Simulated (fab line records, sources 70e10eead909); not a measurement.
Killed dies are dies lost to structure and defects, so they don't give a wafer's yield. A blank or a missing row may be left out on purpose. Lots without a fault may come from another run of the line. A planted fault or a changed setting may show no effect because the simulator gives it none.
Problem report in the 8D (eight disciplines) form, filled by code | flow nand_harc | the parts of the form that need people (team, actions taken, sign-off) are left out

1. THE PROBLEM
sih4_flow_sccm at NHARC_A_ONON_D2_DEP_25 reads a mean of 168.1 sccm on 6 wafers of 2 lots; wafers without a fault read 209.9 sccm with a standard deviation of 0.63. That is -66 standard deviations from the usual mean.
The step: target thk 1000 nm.
First seen on wafer L943.1, day 15 09:08, on pecvd_onon-01. The record holds 42 wafers of 14 lots with a number at this step. Rule for "out", or "out of limits": more than 4 standard deviations from the usual mean. The other wafers with a number count as sound.

2. WHAT IT IS AND WHAT IT IS NOT
question                    | is                     | is not
which readings at this step | sih4_flow_sccm         | -
which lots                  | L943, L944             | L937, L938, L939, L946, L949, L952, L953, L955, L957, L958, L959, L960
which wafers of those lots  | all that have a number | -
read on which tools         | pecvd_onon-01          | pecvd_onon-03, pecvd_onon-04
when                        | from day 15 09:08      | up to then (9 sound wafers); but 27 sound wafers of L946, L949, L952, L953, L955, L957, L958, L959, L960 came after

3. SUSPECTS, AND WHAT RULES EACH OUT
Counting: a tool at a process step up to the reading stays a suspect if it ran every lot that is out and no sound lot after the first of them.
- pecvd_onon-01 at NHARC_A_ONON_D2_DEP_25 (target thk 1000 nm): ruled out as a lasting fault. Sound lots L955, L957, L959, L960 ran on it after its first lot that is out, L943 (day 15 09:08).
Left after counting: nothing in the record.

4. THE CAUSE (what the simulator had put in)
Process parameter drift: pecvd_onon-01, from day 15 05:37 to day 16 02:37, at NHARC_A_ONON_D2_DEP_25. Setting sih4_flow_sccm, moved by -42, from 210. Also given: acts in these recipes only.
Counting ruled it out, wrongly.

5. THE CHAIN OF EFFECTS, in route order
Each row: a reading whose mean over the struck wafers that have a number lies more than 3 standard deviations from the usual. Only readings for which the record gives a usual standard deviation are gone through. hours: the time from each lot's start at the first step in this table that gives one to its start at this step, as a median over the lots. sigmas: the change in usual standard deviations.
hours | step                   | reading        | usual      | on struck wafers | change | sigmas
0     | NHARC_A_ONON_D2_DEP_25 | sih4_flow_sccm | 209.9 sccm | 168.1            | -41.8  | -66
The process steps in it:
- NHARC_A_ONON_D2_DEP_25: target thk 1000 nm.
Later measuring or inspecting steps at which every struck wafer that the step has a row for has a number for every such reading, and none has moved that far: NHARC_A_ONON_D2_INSPECT_32, NHARC_END_SORT_01.

6. WHAT WOULD HAVE CAUGHT IT SOONER
In this record the first reading out of limits was taken at day 15 09:08, 4 hours after the fault began at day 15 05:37.
